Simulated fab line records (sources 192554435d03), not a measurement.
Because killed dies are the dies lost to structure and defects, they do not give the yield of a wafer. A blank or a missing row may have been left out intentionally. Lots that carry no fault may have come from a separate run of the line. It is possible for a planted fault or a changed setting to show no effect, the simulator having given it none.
Which tool was responsible? || flow n5 finfet || 9 lots, 27 wafers sampled, at 6 steps of a route of 1938

WHAT EACH GAUGE READ, for each wafer
N5_SD_ACTIVATION_INSPECT_02: inspects for defects (darkfield). Usual: raw defect count at 171, with a standard deviation of 40.
{"lot": "L989", "measured": "day 3 14:58", "on": "defect inspect-01", "raw defect count": "151 138 114", "flag": ""}
{"lot": "L100", "measured": "day 6 15:24", "on": "defect inspect-01", "raw defect count": "149 159 180", "flag": ""}
{"lot": "L102", "measured": "day 6 22:27", "on": "defect inspect-02", "raw defect count": "112 163 140", "flag": ""}
{"lot": "L103", "measured": "day 7 06:04", "on": "defect inspect-01", "raw defect count": "154 119 131", "flag": ""}
{"lot": "L104", "measured": "day 7 11:30", "on": "defect inspect-02", "raw defect count": "231 151 167", "flag": ""}
{"lot": "L106", "measured": "day 7 22:19", "on": "defect inspect-02", "raw defect count": "207 183 140", "flag": ""}
{"lot": "L107", "measured": "day 8 05:59", "on": "defect inspect-02", "raw defect count": "241 199 203", "flag": ""}
{"lot": "L108", "measured": "day 8 10:10", "on": "defect inspect-01", "raw defect count": "173 149 155", "flag": ""}
{"lot": "L111", "measured": "day 9 04:42", "on": "defect inspect-01", "raw defect count": "249 230 217", "flag": ""}

N5_ILD0_THK_MEAS_13. Usual: thk nm at 18.2 nm, with a standard deviation of 0.98.
{"lot": "L989", "measured": "day 3 21:13", "on": "film metro-02", "thk nm (nm)": "17.6 20.2 17.8", "flag": ""}
{"lot": "L100", "measured": "day 6 21:56", "on": "film metro-01", "thk nm (nm)": "19.7 20.8 17.7", "flag": ""}
{"lot": "L102", "measured": "day 7 04:41", "on": "film metro-02", "thk nm (nm)": "16.8 18.0 17.7", "flag": ""}
{"lot": "L103", "measured": "day 7 12:22", "on": "film metro-02", "thk nm (nm)": "18.8 18.6 20.1", "flag": ""}
{"lot": "L104", "measured": "day 7 18:22", "on": "film metro-01", "thk nm (nm)": "17.0 17.9 18.4", "flag": ""}
{"lot": "L106", "measured": "day 8 04:33", "on": "film metro-02", "thk nm (nm)": "16.9 18.0 18.3", "flag": ""}
{"lot": "L107", "measured": "day 8 12:24", "on": "film metro-02", "thk nm (nm)": "19.3 18.4 18.9", "flag": ""}
{"lot": "L108", "measured": "day 8 17:59", "on": "film metro-02", "thk nm (nm)": "16.9 18.9 16.9", "flag": ""}
{"lot": "L111", "measured": "day 9 10:56", "on": "film metro-01", "thk nm (nm)": "18.0 17.3 18.0", "flag": ""}

N5_BEOL_M4_RC_MEAS_101. Usual: DIBL_N 36.4 mV/V, standard deviation 1.4; DIBL_P 36.4 mV/V, standard deviation 1.5; IOFF_N 0.156 nA/um, standard deviation 0.022; IOFF_P 0.210 nA/um, standard deviation 0.023; ION_N 675 uA/um, standard deviation 9.1; ION_P 463 uA/um, standard deviation 5.7; SS_N 71.6 mV/dec, standard deviation 0.45; SS_P 73.3 mV/dec, standard deviation 0.56; VT_N 250 mV, standard deviation 3.1; VT_P -250.3 mV, standard deviation 2.3.
{"lot": "L989", "measured": "day 9 10:19", "on": "prober-01", "DIBL_N (mV/V)": "36.4 34.4 35.7", "DIBL_P (mV/V)": "38.4 36.0 37.3", "IOFF_N (nA/um)": "0.172 0.147 0.159", "IOFF_P (nA/um)": "0.220 0.183 0.201", "ION_N (uA/um)": "680 676 680", "ION_P (uA/um)": "464 466 463", "SS_N (mV/dec)": "71.4 71.8 71.4", "SS_P (mV/dec)": "73.1 73.3 73.2", "VT_N (mV)": "248 251 252", "VT_P (mV)": "-247.6 -254.1 -251.3", "flag": ""}
{"lot": "L100", "measured": "day 11 17:19", "on": "prober-01", "DIBL_N (mV/V)": "35.0 36.0 35.3", "DIBL_P (mV/V)": "35.1 36.3 35.5", "IOFF_N (nA/um)": "0.130 0.140 0.128", "IOFF_P (nA/um)": "0.182 0.199 0.185", "ION_N (uA/um)": "666 671 659", "ION_P (uA/um)": "459 462 457", "SS_N (mV/dec)": "71.2 71.7 71.4", "SS_P (mV/dec)": "72.8 74.3 74.0", "VT_N (mV)": "252 253 255", "VT_P (mV)": "-256.3 -251.6 -253.3", "flag": ""}
{"lot": "L102", "measured": "day 12 14:11", "on": "prober-02", "DIBL_N (mV/V)": "34.3 34.9 35.4", "DIBL_P (mV/V)": "34.7 35.8 36.5", "IOFF_N (nA/um)": "0.131 0.144 0.149", "IOFF_P (nA/um)": "0.183 0.193 0.196", "ION_N (uA/um)": "677 670 668", "ION_P (uA/um)": "454 459 457", "SS_N (mV/dec)": "71.0 72.1 71.8", "SS_P (mV/dec)": "72.3 73.5 73.2", "VT_N (mV)": "253 251 254", "VT_P (mV)": "-253.8 -255.0 -253.3", "flag": ""}
{"lot": "L103", "measured": "day 12 16:17", "on": "prober-01", "DIBL_N (mV/V)": "36.2 37.6 37.3", "DIBL_P (mV/V)": "33.8 36.6 36.0", "IOFF_N (nA/um)": "0.155 0.175 0.173", "IOFF_P (nA/um)": "0.191 0.228 0.223", "ION_N (uA/um)": "677 684 687", "ION_P (uA/um)": "456 468 465", "SS_N (mV/dec)": "71.6 71.5 71.4", "SS_P (mV/dec)": "72.4 73.7 73.1", "VT_N (mV)": "248 249 248", "VT_P (mV)": "-249.8 -247.9 -247.1", "flag": ""}
{"lot": "L104", "measured": "day 13 01:37", "on": "prober-01", "DIBL_N (mV/V)": "37.7 37.9 38.8", "DIBL_P (mV/V)": "38.4 38.2 40.0", "IOFF_N (nA/um)": "0.171 0.176 0.190", "IOFF_P (nA/um)": "0.213 0.225 0.240", "ION_N (uA/um)": "681 681 691", "ION_P (uA/um)": "467 465 463", "SS_N (mV/dec)": "71.7 72.3 71.6", "SS_P (mV/dec)": "73.4 73.7 73.7", "VT_N (mV)": "250 249 249", "VT_P (mV)": "-251.3 -249.6 -248.2", "flag": ""}
{"lot": "L106", "measured": "day 13 18:05", "on": "prober-02", "DIBL_N (mV/V)": "39.0 37.2 37.0", "DIBL_P (mV/V)": "37.6 35.8 35.3", "IOFF_N (nA/um)": "0.191 0.156 0.150", "IOFF_P (nA/um)": "0.251 0.227 0.210", "ION_N (uA/um)": "683 678 674", "ION_P (uA/um)": "470 469 462", "SS_N (mV/dec)": "72.0 71.0 71.3", "SS_P (mV/dec)": "73.5 73.2 73.4", "VT_N (mV)": "250 251 253", "VT_P (mV)": "-247.7 -247.3 -249.9", "flag": ""}
{"lot": "L107", "measured": "day 13 23:07", "on": "prober-02", "DIBL_N (mV/V)": "34.7 34.6 33.9", "DIBL_P (mV/V)": "36.0 35.4 34.7", "IOFF_N (nA/um)": "0.134 0.130 0.116", "IOFF_P (nA/um)": "0.192 0.187 0.168", "ION_N (uA/um)": "678 661 665", "ION_P (uA/um)": "465 459 456", "SS_N (mV/dec)": "71.1 71.7 71.0", "SS_P (mV/dec)": "72.3 72.1 72.4", "VT_N (mV)": "252 251 254", "VT_P (mV)": "-251.0 -251.1 -252.2", "flag": ""}
{"lot": "L108", "measured": "day 14 03:29", "on": "prober-02", "DIBL_N (mV/V)": "35.8 34.8 35.5", "DIBL_P (mV/V)": "35.7 34.3 35.9", "IOFF_N (nA/um)": "0.152 0.131 0.142", "IOFF_P (nA/um)": "0.211 0.188 0.224", "ION_N (uA/um)": "673 672 673", "ION_P (uA/um)": "468 465 467", "SS_N (mV/dec)": "71.3 71.2 71.6", "SS_P (mV/dec)": "73.6 73.3 73.2", "VT_N (mV)": "252 251 252", "VT_P (mV)": "-248.7 -250.2 -248.7", "flag": ""}
{"lot": "L111", "measured": "day 15 06:20", "on": "prober-02", "DIBL_N (mV/V)": "37.0 35.1 36.8", "DIBL_P (mV/V)": "38.0 36.5 38.2", "IOFF_N (nA/um)": "0.164 0.139 0.174", "IOFF_P (nA/um)": "0.233 0.205 0.235", "ION_N (uA/um)": "669 669 676", "ION_P (uA/um)": "468 465 467", "SS_N (mV/dec)": "71.6 71.4 71.8", "SS_P (mV/dec)": "73.6 72.4 72.8", "VT_N (mV)": "250 252 249", "VT_P (mV)": "-249.7 -248.6 -249.1", "flag": ""}

WHAT TOOL EACH LOT RAN ON (gives the tool, then ch and the chambers of the sampled wafers, and finally the start)
{"lot": "L989", "N5_SD_ACTIVATION_RTA_00": "rtp anneal-01 ch 0, day 3 14:16", "N5_ILD0_ALD_15": "ald sin-01 ch 0,2, day 3 18:44", "N5_ILD0_CMP_12": "cmp-01 ch 1,2, day 3 20:56"}
{"lot": "L100", "N5_SD_ACTIVATION_RTA_00": "rtp anneal-02 ch 0, day 6 14:40", "N5_ILD0_ALD_15": "ald sin-01 ch 1,2,3, day 6 19:26", "N5_ILD0_CMP_12": "cmp-01 ch 0,2,3, day 6 21:40"}
{"lot": "L102", "N5_SD_ACTIVATION_RTA_00": "rtp anneal-01 ch 0, day 6 21:44", "N5_ILD0_ALD_15": "ald sin-03 ch 1,2,3, day 7 02:11", "N5_ILD0_CMP_12": "cmp-02 ch 1,2, day 7 04:26"}
{"lot": "L103", "N5_SD_ACTIVATION_RTA_00": "rtp anneal-01 ch 0, day 7 05:22", "N5_ILD0_ALD_15": "ald sin-02 ch 0,1,3, day 7 09:52", "N5_ILD0_CMP_12": "cmp-03 ch 1,2,3, day 7 12:04"}
{"lot": "L104", "N5_SD_ACTIVATION_RTA_00": "rtp anneal-01 ch 0, day 7 10:47", "N5_ILD0_ALD_15": "ald sin-02 ch 0,1, day 7 15:50", "N5_ILD0_CMP_12": "cmp-03 ch 0,1, day 7 18:05"}
{"lot": "L106", "N5_SD_ACTIVATION_RTA_00": "rtp anneal-02 ch 0, day 7 21:34", "N5_ILD0_ALD_15": "ald sin-02 ch 1,2, day 8 02:03", "N5_ILD0_CMP_12": "cmp-02 ch 0,1,2, day 8 04:22"}
{"lot": "L107", "N5_SD_ACTIVATION_RTA_00": "rtp anneal-02 ch 0, day 8 05:16", "N5_ILD0_ALD_15": "ald sin-02 ch 1,2,3, day 8 09:55", "N5_ILD0_CMP_12": "cmp-03 ch 0,3, day 8 12:07"}
{"lot": "L108", "N5_SD_ACTIVATION_RTA_00": "rtp anneal-02 ch 0, day 8 09:19", "N5_ILD0_ALD_15": "ald sin-02 ch 0,3, day 8 15:29", "N5_ILD0_CMP_12": "cmp-02 ch 0,1,2, day 8 17:48"}
{"lot": "L111", "N5_SD_ACTIVATION_RTA_00": "rtp anneal-01 ch 0, day 9 04:00", "N5_ILD0_ALD_15": "ald sin-02 ch 0,1,2, day 9 08:27", "N5_ILD0_CMP_12": "cmp-02 ch 2,3, day 9 10:39"}
- N5_SD_ACTIVATION_RTA_00: time 0 s.
- N5_ILD0_ALD_15: deposits SiNx, target thk 24 nm, pulse time 1 s, ald cycles 480.
- N5_ILD0_CMP_12: polishes SiNx, stops on poly-Si, t overpolish 6 s, target thk 17.67 nm.

WHAT THE TOOLS THEMSELVES READ (means of the sampled wafers that have a number; where no wafer has one, the mark that the record gives instead)
N5_SD_ACTIVATION_RTA_00. Usual: lamp power pct 8.95 %, standard deviation 0.051; lamp_zone_4_pct 8.953 %, standard deviation 0.022; lamp_zone_7_pct 9.355 %, standard deviation 0.026; wafer_temp_C_max 975.0, standard deviation 2.
{"lot": "L989", "tool": "rtp anneal-01", "lamp power pct (%)": 8.94, "lamp_zone_4_pct (%)": 8.971, "lamp_zone_7_pct (%)": 9.360, "wafer_temp_C_max": 973.8, "flag": ""}
{"lot": "L100", "tool": "rtp anneal-02", "lamp power pct (%)": 8.95, "lamp_zone_4_pct (%)": 8.946, "lamp_zone_7_pct (%)": 9.336, "wafer_temp_C_max": 973.8, "flag": ""}
{"lot": "L102", "tool": "rtp anneal-01", "lamp power pct (%)": 8.95, "lamp_zone_4_pct (%)": 8.951, "lamp_zone_7_pct (%)": 9.379, "wafer_temp_C_max": 974.9, "flag": ""}
{"lot": "L103", "tool": "rtp anneal-01", "lamp power pct (%)": 8.94, "lamp_zone_4_pct (%)": 8.950, "lamp_zone_7_pct (%)": 9.352, "wafer_temp_C_max": 975.4, "flag": ""}
{"lot": "L104", "tool": "rtp anneal-01", "lamp power pct (%)": 8.91, "lamp_zone_4_pct (%)": 8.979, "lamp_zone_7_pct (%)": 9.352, "wafer_temp_C_max": 975.9, "flag": ""}
{"lot": "L106", "tool": "rtp anneal-02", "lamp power pct (%)": 8.90, "lamp_zone_4_pct (%)": 8.961, "lamp_zone_7_pct (%)": 9.333, "wafer_temp_C_max": 975.7, "flag": ""}
{"lot": "L107", "tool": "rtp anneal-02", "lamp power pct (%)": 8.97, "lamp_zone_4_pct (%)": 8.975, "lamp_zone_7_pct (%)": 9.349, "wafer_temp_C_max": 972.8, "flag": ""}
{"lot": "L108", "tool": "rtp anneal-02", "lamp power pct (%)": 9.00, "lamp_zone_4_pct (%)": 8.956, "lamp_zone_7_pct (%)": 9.349, "wafer_temp_C_max": 976.7, "flag": ""}
{"lot": "L111", "tool": "rtp anneal-01", "lamp power pct (%)": 8.99, "lamp_zone_4_pct (%)": 8.956, "lamp_zone_7_pct (%)": 9.356, "wafer_temp_C_max": 975.8, "flag": ""}

N5_ILD0_ALD_15. Usual: chamber pressure Torr 2.000 Torr, standard deviation 0.0042; heater power w 863 W, standard deviation 77; precursor pulse height rel 1.002, standard deviation 0.019.
{"lot": "L989", "tool": "ald sin-01", "chamber pressure Torr (Torr)": 1.999, "heater power w (W)": 831, "precursor pulse height rel": 1.014, "flag": ""}
{"lot": "L100", "tool": "ald sin-01", "chamber pressure Torr (Torr)": 2.000, "heater power w (W)": 935, "precursor pulse height rel": 0.998, "flag": ""}
{"lot": "L102", "tool": "ald sin-03", "chamber pressure Torr (Torr)": 1.998, "heater power w (W)": 841, "precursor pulse height rel": 1.014, "flag": ""}
{"lot": "L103", "tool": "ald sin-02", "chamber pressure Torr (Torr)": 1.998, "heater power w (W)": 783, "precursor pulse height rel": 0.995, "flag": ""}
{"lot": "L104", "tool": "ald sin-02", "chamber pressure Torr (Torr)": 2.001, "heater power w (W)": 820, "precursor pulse height rel": 1.015, "flag": ""}
{"lot": "L106", "tool": "ald sin-02", "chamber pressure Torr (Torr)": 2.002, "heater power w (W)": 870, "precursor pulse height rel": 0.974, "flag": ""}
{"lot": "L107", "tool": "ald sin-02", "chamber pressure Torr (Torr)": 1.997, "heater power w (W)": 831, "precursor pulse height rel": 1.008, "flag": ""}
{"lot": "L108", "tool": "ald sin-02", "chamber pressure Torr (Torr)": 2.001, "heater power w (W)": 817, "precursor pulse height rel": 1.002, "flag": ""}
{"lot": "L111", "tool": "ald sin-02", "chamber pressure Torr (Torr)": 2.002, "heater power w (W)": 854, "precursor pulse height rel": 1.013, "flag": ""}

N5_ILD0_CMP_12. Usual: motor current A 9.1 A, standard deviation 0.66; platen rpm 51.80 rpm, standard deviation 0.033; slurry flow ml min 150.0, standard deviation 0.57; time to endpoint s 30.3 s, standard deviation 2.
{"lot": "L989", "tool": "cmp-01", "motor current A (A)": 9.2, "platen rpm (rpm)": 51.83, "slurry flow ml min": 149.3, "time to endpoint s (s)": 30.7, "flag": ""}
{"lot": "L100", "tool": "cmp-01", "motor current A (A)": 9.1, "platen rpm (rpm)": 51.79, "slurry flow ml min": 149.6, "time to endpoint s (s)": 35.8, "flag": ""}
{"lot": "L102", "tool": "cmp-02", "motor current A (A)": 8.9, "platen rpm (rpm)": 51.84, "slurry flow ml min": 150.3, "time to endpoint s (s)": 30.2, "flag": ""}
{"lot": "L103", "tool": "cmp-03", "motor current A (A)": 9.1, "platen rpm (rpm)": 51.82, "slurry flow ml min": 149.5, "time to endpoint s (s)": 32.3, "flag": ""}
{"lot": "L104", "tool": "cmp-03", "motor current A (A)": 8.6, "platen rpm (rpm)": 51.81, "slurry flow ml min": 150.1, "time to endpoint s (s)": 29.4, "flag": ""}
{"lot": "L106", "tool": "cmp-02", "motor current A (A)": 8.8, "platen rpm (rpm)": 51.81, "slurry flow ml min": 149.8, "time to endpoint s (s)": 29.8, "flag": ""}
{"lot": "L107", "tool": "cmp-03", "motor current A (A)": 8.8, "platen rpm (rpm)": 51.78, "slurry flow ml min": 150.5, "time to endpoint s (s)": 31.6, "flag": ""}
{"lot": "L108", "tool": "cmp-02", "motor current A (A)": 8.7, "platen rpm (rpm)": 51.79, "slurry flow ml min": 150.1, "time to endpoint s (s)": 27.4, "flag": ""}
{"lot": "L111", "tool": "cmp-02", "motor current A (A)": 9.0, "platen rpm (rpm)": 51.79, "slurry flow ml min": 150.1, "time to endpoint s (s)": 27.6, "flag": ""}

THE ANSWER, worked out from the rows above alone
Rule: a lot counts as off when the mean over its wafers that have a number is more than 3 standard deviations away from the usual mean. Also off: a lot with no number at a reading for which 4 or more lots have one. All remaining lots with rows at the step are treated as sound. Order of review: gauges by route order, followed by the tools' own readings, for which a lot's mean as printed above is used. The first step at which some lot is off is used, and at that step the reading that is off furthest; a lot without a number counts as furthest.
Across all readings shown, no lot is off: no conclusion can be drawn from this.

WHAT THE SIMULATOR PUT IN
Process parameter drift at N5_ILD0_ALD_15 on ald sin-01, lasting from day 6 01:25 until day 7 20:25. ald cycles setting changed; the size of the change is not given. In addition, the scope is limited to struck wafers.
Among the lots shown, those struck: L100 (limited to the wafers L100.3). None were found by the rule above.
